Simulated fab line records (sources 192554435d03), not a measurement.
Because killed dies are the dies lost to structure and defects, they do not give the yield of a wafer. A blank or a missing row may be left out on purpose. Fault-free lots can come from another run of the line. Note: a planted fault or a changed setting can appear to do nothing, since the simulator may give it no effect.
fab line records -- flow n5-finfet
record: lots: 10, wafers: 30, last-day: 18
route steps=1938 shown BEOL_M0_SAQP@636 BEOL_M4@1111
lots that met no fault: taken from a fault-free run of the same line
start-h: hours from the record's first day to the start of the lot's first wafer shown -- wait-h: hours elapsed since this lot's preceding step -- " repeats the value in the row above -- L1.1+2: several wafers, shown together as one row -- - value missing, or start not given -- * or withheld: withheld -- < > ~ a bound
route shown NAME@n: names a module that has steps shown in the file, with the first one's number in the route -- usual: mean/standard deviation of fault-free wafers -- same: alike in all rows -- chamber/n: place in a boat -- sites: readings site by site -- _std_site: standard deviation of those values -- _edge_site: mean of outer sites minus mean of inner sites -- radius-mm: for every site, how far away it sits from the centre of the wafer -- mask NAME#n: copy n -- behind: the tool/chamber that last shaped the wafer -- hold: reason for holding the lot/hours on hold/outcome of the hold -- device: names the non-switching transistor (n, p or np) -- end of line: the same wafers' tests at the end of the route -- for a step that has no rows: nothing shown but its recipe -- killed: count of dies lost to structure and defects at first sort (not the wafer's yield) -- map: the dies of a wafer, with x for killed, . for not killed, _ for no die there
set.NAME: the setting as run; set.NAME@STEP: as run at that earlier step -- model.NAME: the simulator's own value behind a step, which no gauge read
route steps across a sampled set of lots; one table per step, one row per wafer
services: when a tool's chamber went out of use (start-h, in hours from the record's first day, below 0 if earlier), for how many hours, and the reason
== steps ==
step: N5_BEOL_M0_SAQP_PECVD_96
recipe: material: a-Si, target-thk-a: 450, temp-c: 350, precursor: SiH4/He, pressure-torr: 3, rf-w: 100, time-s: 45.2
usual: heater-power-w: 587/47, showerhead-plenum-p-Torr: 5.69/0.067, throttle-valve-pct: 18.0/0.87
lot.wafer,tool,chamber,start-h,wait-h,heater-power-w,showerhead-plenum-p-Torr,throttle-valve-pct
L597.2,pecvd-04,1,133.75,0.0,609,5.81,18.4
L597.4,pecvd-04,2,133.75,0.0,541,5.68,16.2
L597.5,pecvd-04,1,133.75,0.0,598,5.81,18.2
L600.1,pecvd-01,2,150.69,0.0,655,5.71,18.4
L600.2,pecvd-01,1,150.69,0.0,551,5.74,19.4
L600.5,pecvd-01,1,150.69,0.0,547,5.77,19.6
L606.1,pecvd-01,0,190.96,0.0,657,5.61,18.0
L606.2,pecvd-01,2,190.96,0.0,722,5.73,18.3
L606.6,pecvd-01,2,190.96,0.0,736,5.73,18.4
L610.1,pecvd-03,1,211.86,0.0,541,5.62,19.3
L610.3,pecvd-03,0,211.86,0.0,643,5.75,18.2
L610.4,pecvd-03,1,211.86,0.0,539,5.62,19.3
L611.2,pecvd-04,0,221.42,0.0,565,5.65,17.9
L611.5,pecvd-04,1,221.42,0.0,625,5.82,18.8
L611.6,pecvd-04,2,221.42,0.0,537,5.69,16.2
L612.1,pecvd-01,0,223.21,0.0,614,5.63,18.0
L612.2,pecvd-01,1,223.21,0.0,580,5.77,19.5
L612.3,pecvd-01,1,223.21,0.0,571,5.78,19.6
L613.4,pecvd-04,1,228.51,0.0,570,5.80,18.2
L613.5,pecvd-04,2,228.51,0.0,553,5.65,16.1
L613.6,pecvd-04,0,228.51,0.0,568,5.64,17.7
L614.2,pecvd-03,2,231.66,0.0,524,5.68,17.7
L614.4,pecvd-03,2,231.66,0.0,537,5.67,17.4
L614.5,pecvd-03,0,231.66,0.0,598,5.73,18.2
L615.1,pecvd-04,2,237.50,0.0,568,5.68,16.4
L615.2,pecvd-04,0,237.50,0.0,625,5.65,18.1
L615.4,pecvd-04,0,237.50,0.0,617,5.65,17.9
L616.4,pecvd-04,0,247.67,0.0,610,5.65,17.9
L616.5,pecvd-04,1,247.67,0.0,617,5.82,18.1
L616.6,pecvd-04,2,247.67,0.0,509,5.67,16.3
step: N5_BEOL_M0_SAQP_CD_MEAS_14
recipe: target-cd-nm: 42.5, landing-energy-ev: 500, detector: se-inlens
usual: cd-nm: 42.4/0.37
lot.wafer,tool,chamber,start-h,wait-h,cd-nm
L597.2,cd-sem-02,0,134.42,-,42.0
L597.4,cd-sem-02,0,134.42,-,41.9
L597.5,cd-sem-02,0,134.42,-,41.8
L600.1,cd-sem-01,0,151.36,-,42.5
L600.2,cd-sem-01,0,151.36,-,42.4
L600.5,cd-sem-01,0,151.36,-,42.5
L606.1,cd-sem-01,0,191.62,-,42.7
L606.2,cd-sem-01,0,191.62,-,42.9
L606.6,cd-sem-01,0,191.62,-,42.4
L610.1,cd-sem-03,0,212.50,-,42.5
L610.3,cd-sem-03,0,212.50,-,42.2
L610.4,cd-sem-03,0,212.50,-,42.4
L611.2,cd-sem-03,0,222.09,-,42.2
L611.5,cd-sem-03,0,222.09,-,41.7
L611.6,cd-sem-03,0,222.09,-,42.1
L612.1,cd-sem-01,0,223.95,-,43.1
L612.2,cd-sem-01,0,223.95,-,42.9
L612.3,cd-sem-01,0,223.95,-,43.1
L613.4,cd-sem-01,0,229.03,-,42.8
L613.5,cd-sem-01,0,229.03,-,42.4
L613.6,cd-sem-01,0,229.03,-,42.7
L614.2,cd-sem-02,0,232.20,-,42.6
L614.4,cd-sem-02,0,232.20,-,42.5
L614.5,cd-sem-02,0,232.20,-,42.4
L615.1,cd-sem-02,0,238.16,-,42.4
L615.2,cd-sem-02,0,238.16,-,42.6
L615.4,cd-sem-02,0,238.16,-,42.4
L616.4,cd-sem-03,0,248.26,-,42.0
L616.5,cd-sem-03,0,248.26,-,42.6
L616.6,cd-sem-03,0,248.26,-,42.4
step: N5_BEOL_M0_SAQP_RECESS_104
recipe: chemistry: HF/NH3, target: SiO2, target-depth-a: 180, afs-cycles: 3, temp-c: 30, sublimation-temp-c: 180, sublimation-time-s: 60
usual: drypump-motor-current-A: 5.6/0.48
same: sublimation-time-s: 60
lot.wafer,tool,chamber,start-h,wait-h,drypump-motor-current-A
L597.2,vapor-etch-02,1,136.83,0.2,5.0
L597.4,vapor-etch-02,0,136.83,0.2,5.7
L597.5,vapor-etch-02,1,136.83,0.2,5.0
L600.1,vapor-etch-02,1,153.28,0.1,5.0
L600.2,vapor-etch-02,0,153.28,0.1,5.7
L600.5,vapor-etch-02,1,153.28,0.1,5.0
L606.1,vapor-etch-02,0,193.58,0.1,5.7
L606.2,vapor-etch-02,1,193.58,0.1,5.0
L606.6,vapor-etch-02,0,193.58,0.1,5.7
L610.1,vapor-etch-02,0,215.95,1.6,5.7
L610.3,vapor-etch-02,1,215.95,1.6,5.0
L610.4,vapor-etch-02,0,215.95,1.6,5.7
L611.2,vapor-etch-02,1,225.89,0.1,5.0
L611.5,vapor-etch-02,0,225.89,0.1,5.7
L611.6,vapor-etch-02,1,225.89,0.1,5.0
L612.1,vapor-etch-02,0,227.08,0.1,5.7
L612.2,vapor-etch-02,1,227.08,0.1,5.0
L612.3,vapor-etch-02,0,227.08,0.1,5.7
L613.4,vapor-etch-02,0,232.64,0.2,5.7
L613.5,vapor-etch-02,0,232.64,0.2,5.7
L613.6,vapor-etch-02,1,232.64,0.2,5.0
L614.2,vapor-etch-02,0,234.19,0.1,5.7
L614.4,vapor-etch-02,0,234.19,0.1,5.7
L614.5,vapor-etch-02,1,234.19,0.1,5.0
L615.1,vapor-etch-02,0,240.20,0.1,5.7
L615.2,vapor-etch-02,1,240.20,0.1,5.0
L615.4,vapor-etch-02,1,240.20,0.1,5.0
L616.4,vapor-etch-02,0,250.39,0.2,5.7
L616.5,vapor-etch-02,1,250.39,0.2,5.0
L616.6,vapor-etch-02,0,250.39,0.2,5.7
step: N5_BEOL_M0_SAQP_ETCH_88
recipe: chemistry: N2/H2, target: underlayer, target-depth-a: 65, time-s: 5.2, ion-energy-ev: 200, mask-material: CAR-EUV, pressure-mtorr: 30, source-w: 840, bias-w: 150, n2-flow-sccm: 200, h2-flow-sccm: 200, ends: cleared
usual: bias-w: 150.0/0.48, drypump-motor-current-A: 5.7/0.37, etch-rf-on-time-s: 5.19/0.092, oes-product-au: 0.66/0.066, rf-vpp-V: 523.9/2.8, showerhead-plenum-p-Torr: 2.54/0.099, throttle-valve-pct: 17.8/0.33
lot.wafer,tool,chamber,start-h,wait-h,bias-w,drypump-motor-current-A,etch-rf-on-time-s,oes-product-au,rf-hours-counter-h,rf-vpp-V,showerhead-plenum-p-Torr,throttle-valve-pct
L597.2,rie-diel-06,3,138.99,0.0,150.2,5.3,5.14,0.73,52,528.0,2.68,17.7
L597.4,rie-diel-06,2,138.99,0.0,150.0,5.2,5.20,0.61,196,523.2,2.53,18.2
L597.5,rie-diel-06,0,138.99,0.0,149.9,5.8,3.97,0.93,-,525.0,2.48,17.7
L600.1,rie-diel-06,0,155.40,0.0,149.5,5.7,3.90,0.90,31,522.0,2.47,17.7
L600.2,rie-diel-06,2,155.40,0.0,150.2,5.2,5.23,0.61,200,523.9,2.53,18.2
L600.5,rie-diel-06,2,155.40,0.0,150.3,5.2,5.19,0.61,-,524.2,2.53,18.2
L606.1,rie-diel-03,1,196.02,0.0,149.8,6.0,5.29,0.66,89,528.4,2.68,17.4
L606.2,rie-diel-03,2,196.02,0.0,150.1,5.2,5.25,0.63,170,518.0,2.45,17.6
L606.6,rie-diel-03,1,196.02,0.0,149.9,6.0,5.39,0.67,-,526.7,2.68,17.4
L610.1,rie-diel-01,1,218.01,0.0,148.9,5.9,5.12,0.61,205,524.5,2.52,17.7
L610.3,rie-diel-01,3,218.01,0.0,150.2,6.2,5.17,0.75,58,519.5,2.47,17.5
L610.4,rie-diel-01,0,218.01,0.0,150.2,5.2,5.35,0.61,185,526.4,2.64,18.0
L611.2,rie-diel-03,2,228.01,0.0,149.4,5.2,5.26,0.63,176,522.0,2.44,17.6
L611.5,rie-diel-03,1,228.01,0.0,150.1,6.0,5.42,0.66,-,528.5,2.68,17.4
L611.6,rie-diel-03,2,228.01,0.0,149.9,5.2,5.28,0.63,-,521.9,2.44,17.5
L612.1,rie-diel-01,2,229.31,0.0,149.5,6.1,5.07,0.59,233,519.4,2.40,17.9
L612.2,rie-diel-01,1,229.31,0.0,149.8,5.8,5.05,0.61,209,525.4,2.52,17.7
L612.3,rie-diel-01,0,229.31,0.0,150.8,5.2,5.32,0.60,189,525.8,2.64,18.1
L613.4,rie-diel-06,2,235.14,0.0,150.5,5.2,5.26,0.59,225,524.5,2.52,18.2
L613.5,rie-diel-06,3,235.14,0.0,149.5,5.3,5.21,0.71,-,526.1,2.66,17.8
L613.6,rie-diel-06,2,235.14,0.0,150.2,5.2,5.24,0.60,-,522.6,2.52,18.2
L614.2,rie-diel-03,1,237.85,0.0,150.6,6.0,5.30,0.67,99,527.8,2.68,17.4
L614.4,rie-diel-03,2,237.85,0.0,149.8,5.2,5.25,0.63,-,520.1,2.44,17.6
L614.5,rie-diel-03,0,237.85,0.0,150.3,5.3,5.11,0.69,-,526.8,2.69,17.6
L615.1,rie-diel-01,3,243.10,0.0,150.0,6.3,5.24,0.74,65,522.1,2.47,17.5
L615.2,rie-diel-01,0,243.10,0.0,150.8,5.2,5.32,0.60,193,526.1,2.64,18.0
L615.4,rie-diel-01,2,243.10,0.0,149.9,6.1,5.05,0.59,237,521.8,2.40,18.0
L616.4,rie-diel-06,0,252.24,0.0,150.0,5.7,5.21,0.75,-,523.0,2.46,17.7
L616.5,rie-diel-06,2,252.24,0.0,150.5,5.2,5.16,0.60,-,523.0,2.52,18.2
L616.6,rie-diel-06,1,252.24,0.0,150.0,5.9,5.10,0.72,-,525.1,2.57,17.3
step: N5_BEOL_M4_RC_MEAS_101
usual: DIBL_N: 36.9/1.7, DIBL_P: 36.7/2.1, IOFF_N: 0.17/0.032, IOFF_P: 0.22/0.036, ION_N: 674/12, ION_P: 461/7, SS_N: 71.7/0.6, SS_P: 73.4/0.67, VT_N: 249/3.1, VT_P: -250/3.2
lot.wafer,tool,chamber,start-h,wait-h,DIBL_N[mV/V],DIBL_P[mV/V],IOFF_N[nA/um],IOFF_P[nA/um],ION_N[uA/um],ION_P[uA/um],SS_N[mV/dec],SS_P[mV/dec],VT_N[mV],VT_P[mV]
L597.2,prober-02,0,195.54,0.2,37.5,38.3,0.17,0.21,668,460,71.6,73.6,250,-252
L597.4,prober-02,0,195.54,0.2,40.4,42.5,0.24,0.28,691,463,72.7,75.5,242,-248
L597.5,prober-02,0,195.54,0.2,37.1,38.5,0.16,0.21,678,461,72.3,73.6,250,-251
L600.1,prober-01,0,200.16,0.0,36.3,36.9,0.17,0.23,685,471,71.0,73.6,245,-246
L600.2,prober-01,0,200.16,0.0,35.7,35.5,0.14,0.21,662,460,71.5,73.7,250,-250
L600.5,prober-01,0,200.16,0.0,37.0,37.6,0.17,0.25,676,467,71.1,72.9,248,-246
L606.1,prober-02,0,249.66,0.0,34.9,35.1,0.13,0.16,673,455,70.6,73.0,251,-256
L606.2,prober-02,0,249.66,0.0,35.7,34.9,0.14,0.16,672,454,71.3,73.2,253,-256
L606.6,prober-02,0,249.66,0.0,36.9,37.2,0.17,0.19,686,459,71.6,74.1,250,-251
L610.1,prober-02,0,270.93,0.0,38.5,38.0,0.19,0.24,676,466,71.9,73.7,248,-249
L610.3,prober-02,0,270.93,0.0,35.0,34.8,0.13,0.20,654,458,71.2,72.8,252,-252
L610.4,prober-02,0,270.93,0.0,32.8,32.0,0.11,0.16,660,455,70.6,72.6,253,-255
L611.2,prober-02,0,279.27,0.2,36.3,35.0,0.17,0.26,681,470,71.5,72.7,247,-245
L611.5,prober-02,0,279.27,0.2,34.8,33.8,0.13,0.23,668,469,71.8,72.6,254,-245
L611.6,prober-02,0,279.27,0.2,37.2,35.8,0.18,0.26,681,471,71.3,73.8,247,-245
L612.1,prober-01,0,285.93,0.0,37.1,37.7,0.17,0.27,679,465,72.8,73.5,248,-245
L612.2,prober-01,0,285.93,0.0,36.4,35.5,0.15,0.22,668,461,71.0,73.3,252,-245
L612.3,prober-01,0,285.93,0.0,38.0,38.3,0.21,0.28,702,472,73.2,74.1,244,-245
L613.4,prober-01,0,289.45,0.5,35.4,37.3,0.16,0.21,681,464,71.1,73.6,248,-250
L613.5,prober-01,0,289.45,0.5,37.0,37.7,0.17,0.22,682,465,70.8,73.7,248,-249
L613.6,prober-01,0,289.45,0.5,35.2,37.1,0.15,0.21,682,461,71.0,73.0,250,-249
L614.2,prober-02,0,293.19,0.2,35.5,34.9,0.14,0.19,673,462,72.0,73.8,254,-250
L614.4,prober-02,0,293.19,0.2,32.0,30.8,0.10,0.14,651,452,69.8,72.5,255,-255
L614.5,prober-02,0,293.19,0.2,35.6,34.9,0.14,0.20,667,462,71.3,73.7,255,-251
L615.1,prober-02,0,295.20,0.0,37.5,38.7,0.20,0.28,681,473,72.4,74.4,244,-247
L615.2,prober-02,0,295.20,0.0,38.9,40.3,0.23,0.30,696,471,72.0,74.2,245,-243
L615.4,prober-02,0,295.20,0.0,35.0,35.1,0.14,0.22,660,468,71.2,73.2,251,-249
L616.4,prober-01,0,312.33,0.5,39.1,38.5,0.18,0.23,663,460,71.9,74.1,251,-249
L616.5,prober-01,0,312.33,0.5,37.7,37.1,0.16,0.22,659,458,72.1,73.7,252,-248
L616.6,prober-01,0,312.33,0.5,39.5,39.5,0.19,0.26,681,467,72.8,73.8,251,-247
== services ==
tool,chamber,start-h,hours,kind
vapor-etch-02,-,127.05,2.8,pm
pecvd-03,1,140.56,5.5,scheduled-down
pecvd-01,1,151.00,6.7,repair
pecvd-03,2,164.62,5.5,scheduled-down
rie-diel-06,0,191.26,3.2,repair
rie-diel-03,0,195.40,6.6,repair
rie-diel-06,1,206.40,12.2,repair
pecvd-01,2,209.43,19.8,repair
pecvd-03,2,211.82,5.0,scheduled-down
rie-diel-06,-,215.37,0.3,repair
rie-diel-03,3,218.34,1.6,repair
rie-diel-03,-,218.39,7.2,repair
pecvd-01,2,229.28,-,clean
pecvd-01,2,229.28,-,consumable-replace:showerhead
pecvd-01,2,229.28,29.0,scheduled-down
pecvd-01,2,229.28,29.0,vent-cycle
pecvd-01,-,229.78,28.1,pm
rie-diel-03,3,231.56,-,clean
rie-diel-03,3,231.56,-,consumable-replace:focus-ring
rie-diel-03,3,231.56,15.0,scheduled-down
rie-diel-03,3,231.56,15.0,vent-cycle
rie-diel-06,3,248.87,4.0,repair
== key ==
first-sign: step: N5_BEOL_M0_SAQP_ETCH_88, reading: etch-rf-on-time-s, direction: down, sigmas: 14, usual: *, struck: *
effect: step: N5_BEOL_M0_SAQP_ETCH_88, reading: oes-product-au, direction: up, sigmas: 3.9, usual: 0.66, struck: 0.92
met-at N5_BEOL_M0_SAQP_ETCH_88
struck-lots L597,L600
struck-wafers L597.5,L600.1
not-acting-at N5_BEOL_M0_SAQP_PECVD_96,N5_BEOL_M0_SAQP_CD_MEAS_14,N5_BEOL_M0_SAQP_RECESS_104
fault: kind: process-parameter-drift, tool: rie-diel-06, chamber: 0, onset-h: 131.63, steps: N5_BEOL_M0_SAQP_ETCH_88, channel: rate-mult, offset: 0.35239, shape: step, end-h: 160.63
